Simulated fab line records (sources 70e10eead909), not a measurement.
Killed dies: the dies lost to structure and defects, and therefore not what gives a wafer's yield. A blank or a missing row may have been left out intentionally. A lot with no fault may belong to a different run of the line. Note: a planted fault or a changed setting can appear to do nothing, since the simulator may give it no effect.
A struck lot beside a sound one    flow nandHarc    15 steps out of a route of 1159
Sound: the wafers L932.3, L932.4, L932.5. The struck wafers were L934.3, L934.4, L934.5. The cause is given at the end.
Each step with rows lists, per side, the tool, then ch with its chambers, then its first start. Under that, the readings that differ: sound wafers    struck wafers    difference of the means    sigmas: that difference in standard deviations of wafers without a fault.
alike: words and numbers the same on both sides, and readings whose means are apart by under 2 such deviations; not compared: readings that were withheld, readings missing a value for some wafer, numbers with overlapping values and no deviation given by the record, and bounds like >300 which may hide the same value.
A row with sigmas, a row that says differs or no value, or rows on one side alone: a step with any of these is where the two part. Non-overlapping numbers with no deviation appear without sigmas and do not part them. Lack of a reading on every wafer of one side parts them only where that side has two or more wafers.

first, 4 steps without rows for these wafers: NHARC_P_M0_EBR_05; NHARC_P_M0_EXPOSE_06 (exposes mask P M0, target cd 90 nm); NHARC_P_M0_PEB_07 (peb time 65 s); NHARC_P_M0_DEVELOP_08 (develop time 35 s).
NHARC_P_M0_CD_MEAS_09 targets a cd of 90 nm.
  sound on cdSem-03 ch 0, day 7 17:48; struck on cdSem-02 ch 0, day 7 22:29
  alike: cdNm
NHARC_P_M0_OVL_MEAS_10: pitch 180 nm.
  sound on overlay-02 at day 7 17:53; struck on overlay-02 at day 7 22:35
reading          sound        struck          difference  sigmas
overlayXNm (nm)  1.0 0.8 0.0  -2.0 -1.9 -2.1  -2.6        -3
  alike: overlayYNm
NHARC_P_M0_INSPECT_11:
  sound on defectInspect-01 at day 7 17:56; struck on defectInspect-01 at day 7 22:37
  alike: rawDefectCount
NHARC_P_M0_DESCUM_14: chemistry O2, time 3 s.
  sound on rieDiel-11 ch 0,2,3, day 7 17:59; struck on rieDiel-09 ch 1,2,3, day 7 22:41
  alike: drypumpMotorCurrentA, mfcArSccm, oesProductAu, rfVppV, showerheadPlenumPTorr, throttleValvePct
  not compared: rfHoursCounterH
NHARC_P_M0_ETCH_34: etches the open film in N2/H2, target depth 40 nm, overetch 12 nm, time 43.94 s.
  sound on rieDiel-11 ch 1,2,3, day 7 18:05; struck on rieDiel-09 ch 0,1,3, day 7 22:46
  alike: drypumpMotorCurrentA, mfcArSccm, oesProductAu, rfVppV, showerheadPlenumPTorr, throttleValvePct
  not compared: rfHoursCounterH
NHARC_P_M0_ETCH_15: etches the open film in C4F8/Ar, target depth 150 nm, overetch 15 nm, time 82.5 s.
  sound: rieDiel-11 ch 2,3; struck: rieDiel-09 ch 0,1
reading              sound              struck             difference  sigmas
oesProductAu (a.u.)  0.900 0.942 0.905  0.970 1.001 0.997  +0.074      +4
rfVppV (V)           440.5 435.9 439.4  440.4 444.3 446.7  +5.2        +2
  not compared: rfHoursCounterH
NHARC_P_M0_CD_MEAS_16:
  sound on cdSem-03 at day 7 18:17; struck on cdSem-02 at day 7 22:58
  alike: cdNm
NHARC_P_M0_STRIP_18: strips in N2/H2.
  sound on rieDiel-09 ch 1,2,3, day 7 18:23; struck on rieDiel-11 ch 2,3, day 7 23:02
  alike: chamberPressureMTorr, drypumpMotorCurrentA, mfcArSccm, oesProductAu, rfVppV, showerheadPlenumPTorr, throttleValvePct
  not compared: rfHoursCounterH
NHARC_P_M0_STRIP_19: strips in post etch residue remover, time 600 s.
  sound on wetBench-07 ch 0,6,7, day 7 18:38; struck on wetBench-07 ch 0,3,4, day 7 23:20
  no value came back on the struck wafers for bathHeatDutyPct (%), runLengthS (s); on the sound wafers bathHeatDutyPct (%) reads 12.4 12.6 11.5
NHARC_P_M0_DEGAS_28: time 60 s.
  sound on pvdSputter-02 at day 7 18:54; struck on pvdSputter-02 at day 7 23:35
  alike: heaterPowerW
NHARC_END_SORT_01:
  the record has rows for the sound wafers here (prober-02 ch 0, day 21 17:08) and none for the struck ones

## WHERE THEY PART
Last at NHARC_END_SORT_01 as far as this record goes, first at NHARC_P_M0_OVL_MEAS_10.

WHY: what the simulator had put in
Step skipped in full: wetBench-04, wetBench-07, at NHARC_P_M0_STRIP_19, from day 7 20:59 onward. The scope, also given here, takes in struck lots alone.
